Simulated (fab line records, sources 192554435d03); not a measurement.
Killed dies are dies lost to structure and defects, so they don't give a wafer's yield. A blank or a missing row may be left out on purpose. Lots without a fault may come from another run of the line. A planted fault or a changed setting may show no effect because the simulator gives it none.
A struck lot beside a sound one | flow n5_finfet | 28 steps out of a route of 1938
Sound: wafers L496.4, L496.5, L496.6. Struck: wafer L487.6. (L487.1, L487.5 of the same lot were not struck and are left out.) The cause comes at the end.
At each step with rows: each side's tool, then ch and its chambers, then its first start. Under that, the readings that differ: sound wafers | struck wafers | difference of the means | sigmas: that difference in standard deviations of wafers without a fault.
alike: readings whose means differ by less than 2 such deviations, and words and numbers that are the same on both sides. not compared: withheld readings, readings that some wafer has no value for, bounds like >300 that may hide the same value, and numbers for which the record gives no deviation and whose values overlap.
The two part at a step that has a row with sigmas, a row that says differs or no value, or rows on one side only. Numbers that don't overlap but have no deviation are shown without sigmas and don't part them. A reading that every wafer of one side lacks parts them only if that side has two wafers or more.

first, 11 steps without rows for these wafers: N5_BEOL_M6_CURE_75 (cures SiCOH lowk, time 120 s); N5_BEOL_M6_DEGAS_44 (time 60 s); N5_BEOL_M6_PRE_CLEAN_45 (time 30 s); N5_BEOL_M6_ALD_77 (deposits TaN, target thk 2 nm, pulse time 2 s, purge time 3 s); N5_BEOL_M6_SURFACE_TREAT_79; N5_BEOL_M6_CVD_78 (deposits Co from CCTBA/H2, target thk 2 nm, time 142.3 s); N5_BEOL_M6_SPUTTER_48 (material Cu, target thk 10 nm, time 1.667 s); N5_BEOL_M6_ECD_50 (material Cu, target thk 300 nm); N5_BEOL_M6_ANNEAL_51 (time 90 s); N5_BEOL_M6_CMP_52 (polishes, stops on SiCOH lowk, t overpolish 6.9 s, target thk 80 nm); N5_BEOL_M6_PRE_CLEAN_55 (time 15 s).
N5_BEOL_M6_DEP_56: deposits SiCN from 3MS/NH3, target thk 10 nm, time 17.5 s.
  sound on pecvd-03 ch 0,1,2, day 15 02:53; struck on pecvd-03 ch 2, day 10 02:38
  alike: showerhead_plenum_p_Torr, throttle_valve_pct
N5_BEOL_M6_INSPECT_58: inspects for defects (darkfield).
  sound on defect_inspect-01, day 15 02:58; struck on defect_inspect-02, day 10 02:44
  reading          | sound    | struck | difference | sigmas
  raw_defect_count | 90 94 66 | 1415   | +1332      | +61
then, 12 steps without rows for these wafers: N5_BEOL_M7_ILD_DEP_00 (deposits SiCOH lowk from DEMS/porogen, target thk 179.75 nm, time 33.4 s); N5_BEOL_M7_CURE_74 (cures SiCOH lowk, time 240 s); N5_BEOL_M7_PECVD_70 (deposits SiO2 from TEOS/O2, target thk 20 nm, time 22.7 s); N5_BEOL_M7_HM_DEP_02 (deposits TiN, target thk 20 nm); N5_BEOL_M7_COAT_59 (time 60 s, resist thk 100 nm); N5_BEOL_M7_COAT_60 (time 60 s, resist thk 35 nm); N5_BEOL_M7_COAT_05 (resist thk 90 nm); N5_BEOL_M7_EBR_07; N5_BEOL_M7_SOFTBAKE_06 (time 60 s); N5_BEOL_M7_EXPOSE_08 (exposes mask M7); N5_BEOL_M7_PEB_09 (peb time 60 s); N5_BEOL_M7_DEVELOP_10 (develop time 30 s).
N5_BEOL_M7_INSPECT_13: inspects for defects (brightfield).
  sound on defect_inspect-01, day 15 04:07; struck on defect_inspect-01, day 10 03:55
  reading          | sound       | struck | difference | sigmas
  raw_defect_count | 479 355 312 | 2070   | +1688      | +20
then, 1 step without rows for these wafers: N5_BEOL_M7_DESCUM_16 (chemistry O2, time 7.9 s).
-- the record jumps here: 2 days lie between the struck wafers' starts before and after (it left off in module BEOL_M7 and takes up again in module PASSIVATION, whose first step shown is number 1936 of the route) --
N5_PASSIVATION_PROBE_49:
  the record has rows for the struck wafers here (prober-02, day 12 14:51) and none for the sound ones

WHERE THEY PART
First at N5_BEOL_M6_INSPECT_58; last, within this record, at N5_PASSIVATION_PROBE_49.

WHY: what the simulator had put in
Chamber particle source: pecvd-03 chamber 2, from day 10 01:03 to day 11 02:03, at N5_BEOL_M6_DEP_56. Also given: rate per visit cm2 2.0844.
